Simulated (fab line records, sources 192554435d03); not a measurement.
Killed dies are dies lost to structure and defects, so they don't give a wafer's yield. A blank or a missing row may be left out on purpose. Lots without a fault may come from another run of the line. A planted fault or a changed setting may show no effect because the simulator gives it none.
fab line records | flow n5_finfet
record lots=7 wafers=21
route steps=1938 shown BEOL_M12@1616 BEOL_M13@1661 BEOL_M14@1753 MIM_BOT@1833 PASS1_CAP@1873 PASSIVATION@1930
start_h: hours from the record's first day to the start of the lot's first wafer shown | wait_h: hours since the lot's step before | " the same as in the row above | L1.1+2: a row that stands for several wafers | - no value, or no start given | * or withheld: withheld | < > ~ a bound
route shown NAME@n: a module of which the file shows steps, and the number in the route of the first | usual: mean/standard deviation of fault-free wafers | same: alike in all rows | chamber/n: place in a boat | sites: the reading at each site | _std_site: their standard deviation | _edge_site: outer sites' mean less inner sites' | radius_mm: how far each site lies from the wafer's centre | mask NAME#n: copy n | behind: the tool/chamber that last shaped the wafer | hold: why the lot was held/for how many hours/how that ended | device: the transistor (n, p or np) that didn't switch | end of line: the same wafers' tests at the end of the route | a step without rows: its recipe alone | killed: dies lost to structure and defects at the first sort, not the wafer's yield | map: a wafer's dies, x killed, . not, _ none there
set.NAME: the setting as run; set.NAME@STEP: as run at that earlier step | model.NAME: the simulator's own value behind a step, which no gauge read
lots whose settings were changed on purpose; a table a step, a row a wafer
## steps
# step N5_BEOL_M12_ETCH_59
# recipe chemistry=N2/H2 target=BARC target_depth_a=890 overetch_a=267 time_s=67.9 ion_energy_ev=200 pressure_mtorr=30 source_w=840 bias_w=150 n2_flow_sccm=200 h2_flow_sccm=200
# columns lot.wafer tool chamber start_h wait_h set.h2_flow_sccm
L074.1+4 rie_diel-04 3,2 244.13 0.0 192
L074.5 " 1 " " 200
L080.1+3 rie_diel-02 1,2 299.45 0.0 200
L080.6 " 3 " " 191.1
L084.1+3 rie_diel-02 2,1 317.35 0.0 190.9
L084.2 " 3 " " 200
L087.2+3+6 rie_diel-02 2,0,1 346.57 0.0 200
L091.1 rie_diel-05 3 370.41 0.0 205.8
L091.4+5 " 2,0 " " 200
L094.1+3 rie_diel-05 0,2 377.68 0.0 189.8
L094.5 " 1 " " 200
L095.3+4+6 rie_diel-02 0,2,0 381.22 0.0 200
# step N5_BEOL_M12_VIA_ETCH_16
# recipe chemistry=C4F8/O2/Ar target=SiOC pressure_mtorr=30 source_w=3000 bias_w=700 Ar_flow_sccm=400 C4F8_flow_sccm=15 O2_flow_sccm=8 he_inner_torr=15 he_outer_torr=30 target_depth_a=7248 time_s=withheld ion_energy_ev=250 ends=cleared
# step N5_BEOL_M12_STRIP_63
# recipe chemistry=N2/H2 power_w=1000 temp_c=250 h2_frac=0.65 overash_fraction=0.3 pressure_mtorr=1000 n2_flow_sccm=1750 h2_flow_sccm=3250
# step N5_BEOL_M12_STRIP_71
# recipe chemistry=post_etch_residue_remover time_s=60 temp_c=25 remover_ph=withheld remover_water_wt_pct=withheld remover_fluoride_wt_pct=withheld
# step N5_BEOL_M12_SRD_72
# recipe time_s=30 temp_c=23 rinse_liquid=diw dry=n2_spin spin_rpm=1500 dry_time_s=30
# step N5_BEOL_M12_CD_MEAS_17
# recipe target_cd_nm=140 polarity=opening
# usual cd_nm=140.2/1.5
# columns lot.wafer tool chamber start_h wait_h set.peb_time_s@BEOL_M12_PEB_08 cd_nm
L074.1 cd_sem-01 - 244.59 0.0 79.5 138.7
L074.4 " - " " 90 141.9
L074.5 " - " " 79.5 137.0
L080.1 cd_sem-02 - 299.91 0.0 90 142.5
L080.3 " - " " 75.64 138.0
L080.6 " - " " 90 140.4
L084.1 cd_sem-02 - 317.81 0.0 103.2 144.4
L084.2 " - " " 90 138.0
L084.3 " - " " 90 138.2
L087.2 cd_sem-01 - 347.03 0.0 90 142.0
L087.3 " - " " 104 144.3
L087.6 " - " " 90 140.6
L091.1 cd_sem-02 - 370.87 0.0 90 138.0
L091.4 " - " " 90 137.9
L091.5 " - " " 82.35 136.3
L094.1 cd_sem-02 - 378.14 0.0 90 139.2
L094.3 " - " " 90 136.3
L094.5 " - " " 90 139.3
L095.3 cd_sem-02 - 381.68 0.0 90 141.2
L095.4 " - " " 90 140.3
L095.6 " - " " 90 141.2
# step N5_BEOL_M12_SPUTTER_44
# recipe material=Ta target_thk_a=100 temp_c=50 bias_v=80 power_w=15000 chamber_pressure_pa=0.07 time_s=16.13
# columns lot.wafer tool chamber start_h wait_h set.power_w model.Ta_of_BEOL_M12_SPUTTER_44.thk_nm
L074.1 pvd_sputter-02 - 252.55 0.0 15000 9.8
L074.4+5 " - " " 15000 10
L080.1 pvd_sputter-02 - 302.24 0.0 15000 10.2
L080.3+6 " - " " 15000 10
L084.1+3 pvd_sputter-01 - 320.48 0.0 15000 10.2
L084.2 " - " " 16980 11.6
L087.2+6 pvd_sputter-01 - 354.97 0.0 15000 10.2
L087.3 " - " " 16350 11.2
L091.1 pvd_sputter-03 - 373.81 0.0 15000 9.8
L091.4 " - " " 15000 10
L091.5 " - " " 15000 10.2
L094.1 pvd_sputter-02 - 383.88 0.0 17260 11.4
L094.3+5 " - " " 15000 10
L095.3+4+6 pvd_sputter-03 - 386.77 0.0 15000 9.8
# step N5_BEOL_M13_COAT_58
# recipe resist=BARC temp_c=205 time_s=60 spin_rpm=1500 resist_thk_nm=89
# columns lot.wafer tool chamber start_h wait_h set.spin_rpm model.BARC_of_BEOL_M13_COAT_58.thk_nm
L074.1 litho_track-04 0 253.86 0.0 1591 86.6
L074.4+5 " 0 " " 1500 89
L080.1 litho_track-02 0 304.16 0.0 1659 84.6
L080.3 " 0 " " 1500 89
L080.6 " 0 " " 1500 88.8
L084.1+3 litho_track-02 0 322.35 0.0 1598 86.2
L084.2 " 0 " " 1598 86.4
L087.2 litho_track-02 0 356.55 0.0 1620 85.4
L087.3 " 0 " " 1620 85.8
L087.6 " 0 " " 1500 89
L091.1 litho_track-05 0 375.12 0.0 1500 88.4
L091.4 " 0 " " 1500 88.8
L091.5 " 0 " " 1500 88.6
L094.1+3+5 litho_track-04 0 385.45 0.0 1500 89
L095.3 litho_track-04 0 389.01 0.0 1500 89
L095.4 " 0 " " 1500 89.2
L095.6 " 0 " " 1500 89.4
# step N5_BEOL_M13_COAT_04
# recipe spin_rpm=1625 resist_thk_nm=400
# step N5_BEOL_M13_EBR_06
# recipe solvent=PGMEA ebr_width_mm=1.5
# step N5_BEOL_M13_DESCUM_15
# recipe chemistry=O2 time_s=7.9 source_power_w=50 bias_power_w=20 pressure_mtorr=20 rf_frequency_hz=2.712e+07 temp_c=40 o2_flow_sccm=225
# step N5_BEOL_M13_ETCH_59
# recipe chemistry=N2/H2 target=BARC target_depth_a=890 overetch_a=267 time_s=67.9 ion_energy_ev=200 pressure_mtorr=30 source_w=840 bias_w=150 n2_flow_sccm=200 h2_flow_sccm=200
# columns lot.wafer tool chamber start_h wait_h set.spin_rpm@BEOL_M13_COAT_58 model.etch.depth_nm
L074.1 rie_diel-06 3 254.38 0.0 1591 86.62
L074.4 " 0 " " 1500 89.08
L074.5 " 3 " " 1500 89.02
L080.1 rie_diel-01 0 304.72 0.0 1659 84.59
L080.3 " 3 " " 1500 88.93
L080.6 " 1 " " 1500 88.89
L084.1 rie_diel-03 0 322.87 0.0 1598 86.19
L084.2 " 1 " " 1598 86.33
L084.3 " 2 " " 1598 86.18
L087.2 rie_diel-01 0 357.07 0.0 1620 85.37
L087.3 " 3 " " 1620 85.84
L087.6 " 0 " " 1500 89.06
L091.1 rie_diel-03 2 375.64 0.0 1500 88.36
L091.4 " 3 " " 1500 88.84
L091.5 " 1 " " 1500 88.64
L094.1 rie_diel-06 1 385.85 0.0 1500 88.93
L094.3 " 3 " " 1500 88.92
L094.5 " 1 " " 1500 89.01
L095.3 rie_diel-03 1 389.54 0.0 1500 88.99
L095.4 " 3 " " 1500 89.28
L095.6 " 0 " " 1500 89.46
# step N5_BEOL_M13_VIA_ETCH_16
# recipe chemistry=C4F8/O2/Ar target=SiOC pressure_mtorr=30 source_w=3000 bias_w=700 Ar_flow_sccm=400 C4F8_flow_sccm=15 O2_flow_sccm=8 he_inner_torr=15 he_outer_torr=30 target_depth_a=9217 time_s=withheld ion_energy_ev=250 ends=cleared
# step N5_BEOL_M13_STRIP_63
# recipe chemistry=N2/H2 power_w=1000 temp_c=250 h2_frac=0.65 overash_fraction=0.3 pressure_mtorr=1000 n2_flow_sccm=1750 h2_flow_sccm=3250
# step N5_BEOL_M13_STRIP_64
# recipe chemistry=N2/H2 power_w=1000 temp_c=250 h2_frac=0.65 overash_fraction=0.3 pressure_mtorr=withheld n2_flow_sccm=1750 h2_flow_sccm=3250
# usual strip_time_to_endpoint_s=31.31/0.077
# columns lot.wafer tool chamber start_h wait_h set.spin_rpm@BEOL_M13_COAT_58 strip_time_to_endpoint_s
L074.1 plasma_asher-01 0 254.73 0.0 1591 30.63
L074.4 " 0 " " 1500 31.33
L074.5 " 1 " " 1500 31.33
L080.1 plasma_asher-01 0 305.07 0.0 1659 30.05
L080.3 " 0 " " 1500 31.28
L080.6 " 0 " " 1500 31.30
L084.1 plasma_asher-01 1 323.21 0.0 1598 30.49
L084.2 " 0 " " 1598 30.56
L084.3 " 0 " " 1598 30.50
L087.2 plasma_asher-02 1 357.41 0.0 1620 30.27
L087.3 " 0 " " 1620 30.39
L087.6 " 0 " " 1500 31.33
L091.1 plasma_asher-02 1 375.99 0.0 1500 31.14
L091.4 " 1 " " 1500 31.27
L091.5 " 0 " " 1500 31.20
L094.1 plasma_asher-01 1 386.19 0.0 1500 31.29
L094.3 " 0 " " 1500 31.28
L094.5 " 0 " " 1500 31.33
L095.3 plasma_asher-02 1 390.02 0.0 1500 31.30
L095.4 " 0 " " 1500 31.39
L095.6 " 1 " " 1500 31.45
# step N5_BEOL_M14_TRENCH_ETCH_34
# recipe chemistry=C4F8/O2/Ar target=SiO2 target_depth_a=5566.5 mask_material=SOC he_inner_torr=15 he_outer_torr=30 time_s=126.9 ion_energy_ev=800 pressure_mtorr=20 source_w=1905 bias_w=2040 Ar_flow_sccm=400 C4F8_flow_sccm=16 O2_flow_sccm=12
# usual rf_vpp_V=2230/13
# columns lot.wafer tool chamber start_h wait_h set.bias_w rf_vpp_V
L074.1 rie_diel-04 2 261.66 0.0 2040 2222
L074.4 " 1 " " 2040 2194
L074.5 " 1 " " 2040 2193
L080.1 rie_diel-05 0 311.72 0.0 1880 2121
L080.3 " 1 " " 1880 2094
L080.6 " 1 " " 2040 2218
L084.1 rie_diel-02 1 330.43 0.0 2153 2331
L084.2 " 2 " " 2040 2240
L084.3 " 0 " " 2153 2307
L087.2 rie_diel-04 3 365.13 0.0 2348 2459
L087.3 " 1 " " 2348 2457
L087.6 " 2 " " 2040 2221
L091.1 rie_diel-05 1 382.30 0.0 2040 2217
L091.4 " 0 " " 1861 2106
L091.5 " 3 " " 1861 2078
L094.1 rie_diel-05 3 394.47 0.0 2040 2216
L094.3 " 2 " " 2040 2248
L094.5 " 1 " " 2402 2477
L095.3 rie_diel-04 0 398.88 0.0 2040 2221
L095.4 " 2 " " 2040 2218
L095.6 " 3 " " 2040 2234
# step N5_MIM_BOT_SPUTTER_00
# recipe material=TiN target_thk_a=350 temp_c=200 power_w=3000 chamber_pressure_pa=0.49996 gas=Ar reactive_partial_pa=0.37997 time_s=89.7
# columns lot.wafer tool chamber start_h wait_h set.time_s model.TiN_of_MIM_BOT_SPUTTER_00.thk_nm
L074.1+5 pvd_sputter-02 - 274.19 0.0 89.7 35
L074.4 " - " " 97.05 38
L080.1 pvd_sputter-02 - 322.92 0.0 89.7 35
L080.3 " - " " 89.7 35.2
L080.6 " - " " 82.38 32
L084.1 pvd_sputter-01 - 350.31 0.0 93.1 35.8
L084.2 " - " " 93.1 36.2
L084.3 " - " " 89.7 35
L087.2+6 pvd_sputter-03 - 378.39 0.0 89.7 35
L087.3 " - " " 89.7 35.2
L091.1+4 pvd_sputter-02 - 396.10 0.0 97.81 37.8
L091.5 " - " " 89.7 34.6
L094.1 pvd_sputter-02 - 405.32 0.0 89.7 34.8
L094.3 " - " " 85.08 32.8
L094.5 " - " " 85.08 33
L095.3+4 pvd_sputter-02 - 408.62 0.0 89.7 35.4
L095.6 " - " " 89.7 35.2
# step N5_PASSIVATION_PECVD_55
# recipe material=SiO2 target_thk_a=4000 temp_c=400 precursor=SiH4/N2O pressure_torr=2.7 rf_w=608 time_s=22.5
# columns lot.wafer tool chamber start_h wait_h set.time_s model.SiO2_of_PASSIVATION_PECVD_55.thk_nm
L074.1 pecvd-03 0 277.81 0.0 22.5 392.8
L074.4 " 0 " " 22.5 399
L074.5 " 2 " " 23.83 426.6
L080.1 pecvd-03 1 326.83 0.0 22.5 393.2
L080.3 " 0 " " 24.33 429.4
L080.6 " 2 " " 22.5 400.2
L084.1 pecvd-03 0 353.86 0.0 22.5 390.6
L084.2 " 2 " " 24.67 422.2
L084.3 " 1 " " 24.67 420.8
L087.2 pecvd-04 1 382.26 0.0 22.5 397
L087.3 " 2 " " 22.5 399.4
L087.6 " 2 " " 22.5 404.8
L091.1 pecvd-03 0 400.04 0.0 22.5 397.6
L091.4 " 0 " " 22.5 401
L091.5 " 2 " " 22.5 396.2
L094.1 pecvd-03 2 410.07 0.0 22.5 395.2
L094.3 " 0 " " 22.5 395.4
L094.5 " 1 " " 23.8 419.2
L095.3 pecvd-04 1 412.01 0.0 22.5 400
L095.4 " 1 " " 22.5 401.2
L095.6 " 0 " " 22.5 408.2
# step N5_PASSIVATION_ETCH_54
# recipe chemistry=CHF3/O2 target=SiO2 target_depth_a=8800 CHF3_flow_sccm=50 O2_flow_sccm=5 Ar_flow_sccm=200 time_s=440 mask_material=PR pressure_mtorr=30 source_w=650 bias_w=170 ion_energy_ev=200
# columns lot.wafer tool chamber start_h wait_h set.time_s model.etch.depth_nm model.PASSIVATION.feature_depth_nm
L074.1 rie_diel-05 3 288.64 0.1 497.1 995 995
L074.4 " 2 " " 497.1 1008 1008
L074.5 " 3 " " 440 873.7 873.6
L080.1 rie_diel-02 2 332.51 0.1 440 889.3 889.2
L080.3 " 1 " " 440 864.8 864.8
L080.6 " 2 " " 440 883.5 883.4
L084.1 rie_diel-05 1 358.67 0.1 533.4 1065 1065
L084.2 " 2 " " 533.4 1062 1062
L084.3 " 0 " " 533.4 1054 1054
L087.2 rie_diel-04 1 387.99 0.1 537.9 1097 1097
L087.3 " 0 " " 440 886.6 886.6
L087.6 " 1 " " 537.9 1090 1090
L091.1 rie_diel-04 3 406.66 0.1 440 898.5 898.6
L091.4 " 2 " " 440 874.9 874.8
L091.5 " 3 " " 412.4 832.4 832.4
L094.1 rie_diel-02 0 418.26 0.1 440 890.4 890.4
L094.3 " 2 " " 391.9 796.3 796.4
L094.5 " 2 " " 440 893.6 893.6
L095.3 rie_diel-05 3 423.47 0.1 440 880 880
L095.4 " 2 " " 440 877.4 877.4
L095.6 " 0 " " 440 865.1 865
## key
split step=N5_BEOL_M12_ETCH_59 setting=h2_flow_sccm stated=200 by=wafer
response none clear
split step=N5_BEOL_M12_SPUTTER_44 setting=power_w stated=15000 by=wafer
response step=N5_BEOL_M12_SPUTTER_44 reading=model.Ta_of_BEOL_M12_SPUTTER_44.thk_nm change=+0.101 per=1% r=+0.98
split step=N5_BEOL_M13_COAT_58 setting=spin_rpm stated=1500 by=wafer
response step=N5_BEOL_M13_COAT_58 reading=model.BARC_of_BEOL_M13_COAT_58.thk_nm change=-0.41 per=1% r=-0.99
response step=N5_BEOL_M13_ETCH_59 reading=model.etch.depth_nm change=-0.413 per=1% r=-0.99
response step=N5_BEOL_M13_STRIP_64 reading=strip_time_to_endpoint_s change=* per=1% r=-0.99
split step=N5_BEOL_M14_TRENCH_ETCH_34 setting=bias_w stated=2040 by=wafer
response step=N5_BEOL_M14_TRENCH_ETCH_34 reading=rf_vpp_V change=+14.5 per=1% r=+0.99
split step=N5_MIM_BOT_SPUTTER_00 setting=time_s stated=89.7 by=wafer
response step=N5_MIM_BOT_SPUTTER_00 reading=model.TiN_of_MIM_BOT_SPUTTER_00.thk_nm change=+0.36 per=1% r=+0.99
split step=N5_PASSIVATION_PECVD_55 setting=time_s stated=22.5 by=wafer
response step=N5_PASSIVATION_PECVD_55 reading=model.SiO2_of_PASSIVATION_PECVD_55.thk_nm change=+3.88 per=1% r=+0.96
split step=N5_PASSIVATION_ETCH_54 setting=time_s stated=440 by=wafer
response step=N5_PASSIVATION_ETCH_54 reading=model.etch.depth_nm change=+9.29 per=1% r=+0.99
response step=N5_PASSIVATION_ETCH_54 reading=model.PASSIVATION.feature_depth_nm change=+9.29 per=1% r=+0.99
split outside_this_file step=N5_BEOL_M12_PEB_08 setting=peb_time_s
# split outside_this_file: this setting was split too, and the file shows its column; the key of that split is in another file
